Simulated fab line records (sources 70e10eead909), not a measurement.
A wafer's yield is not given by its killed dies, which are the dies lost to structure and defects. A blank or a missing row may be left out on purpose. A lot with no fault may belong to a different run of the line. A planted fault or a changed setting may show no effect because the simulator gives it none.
A lot that was struck, set against a sound lot / flow nand-harc / 14 steps out of a route of 1302
Sound: wafers L311.1, L311.2, L311.4. The struck wafers were L310.1, L310.4, L310.5. The cause is named last.
Each step with rows lists, per side, the tool, then ch with its chambers, then its first start. Under that, the readings that differ: sound wafers / struck wafers / difference of the means / sigmas: that difference in standard deviations of wafers without a fault.
alike: readings with means less than 2 such deviations apart, plus words and numbers identical on both sides. not compared: withheld readings, readings lacking a value on some wafer, bounds such as >300 that could conceal the same value, and numbers that have no deviation in the record and whose values overlap.
Wherever a step has rows on one side only, a row that says differs or no value, or a row with sigmas, the two part there. When numbers do not overlap yet have no deviation, they are printed without sigmas and do not part them. A reading missing from all wafers of one side parts the sides only when that side holds two or more wafers.

NHARC_A_STAIRCASE_DEP_259: deposits SiON, target thk 30 nm.
  sound on pecvd-01 ch 0,1,2, day 20 22:01; struck on pecvd-02 ch 0,1,2, day 20 07:02
reading=heater-power-w (W); sound=591 664 660; struck=892 843 761; difference=+194; sigmas=+2
then, 9 steps without rows for these wafers: NHARC_A_STAIRCASE_DEHYDRATE_260 (time 120 s); NHARC_A_STAIRCASE_HMDS_261 (time 30 s); NHARC_A_STAIRCASE_COAT_262; NHARC_A_STAIRCASE_SOFTBAKE_263 (time 170 s); NHARC_A_STAIRCASE_EBR_264; NHARC_A_STAIRCASE_EXPOSE_265 (exposes mask CHOP 200); NHARC_A_STAIRCASE_PEB_266 (peb time 130 s); NHARC_A_STAIRCASE_DEVELOP_267 (time 140 s); NHARC_A_STAIRCASE_HARDBAKE_269 (time 140 s).
NHARC_A_STAIRCASE_DESCUM_270: chemistry O2, time 3 s.
  sound on rie-diel-13 ch 1,2,3, day 20 22:53; struck on rie-diel-06 ch 0,1, day 20 08:02
reading=rf-vpp-V (V); sound=58.6 58.3 58.0; struck=56.6 57.4 55.6; difference=-1.8; sigmas=-2
reading=showerhead-plenum-p-Torr (Torr); sound=2.03 1.92 1.93; struck=1.83 1.76 1.83; difference=-0.15; sigmas=-2
  alike: drypump-motor-current-A, mfc-ar-sccm, oes-product-au, throttle-valve-pct
  not compared: rf-hours-counter-h
NHARC_A_STAIRCASE_ETCH_271: etches the open film in CF4/CHF3.
  sound on rie-diel-13 ch 1,2,3, day 20 22:58; struck on rie-diel-06 ch 1,2,3, day 20 08:06
  no value came back on the struck wafers for any of 9 readings (bias-w (W), cf4-flow-sccm (sccm) and others); on the sound wafers bias-w (W) reads 200.5 199.2 199.5
NHARC_A_STAIRCASE_HM_OPEN_457: chemistry O2/COS.
  sound on rie-diel-13 ch 0,1,3; struck on rie-diel-06 ch 0,2, day 20 08:15
  alike: bias-w, drypump-motor-current-A, mfc-ar-sccm, oes-product-au, rf-vpp-V, showerhead-plenum-p-Torr, throttle-valve-pct
  not compared: rf-hours-counter-h
-- the record jumps here: 8 days lie between the struck wafers' starts before and after (it left off in module A_STAIRCASE and takes up again in module END, whose first step shown is number 1302 of the route) --
NHARC_END_SORT_01:
  at this point the record logs the struck wafers (prober-02 ch 0, day 28 10:11) and has no rows for the sound ones

== WHERE THEY PART ==
First at NHARC_A_STAIRCASE_DEP_259; last, within this record, at NHARC_END_SORT_01.

WHY: whatever the simulator had introduced
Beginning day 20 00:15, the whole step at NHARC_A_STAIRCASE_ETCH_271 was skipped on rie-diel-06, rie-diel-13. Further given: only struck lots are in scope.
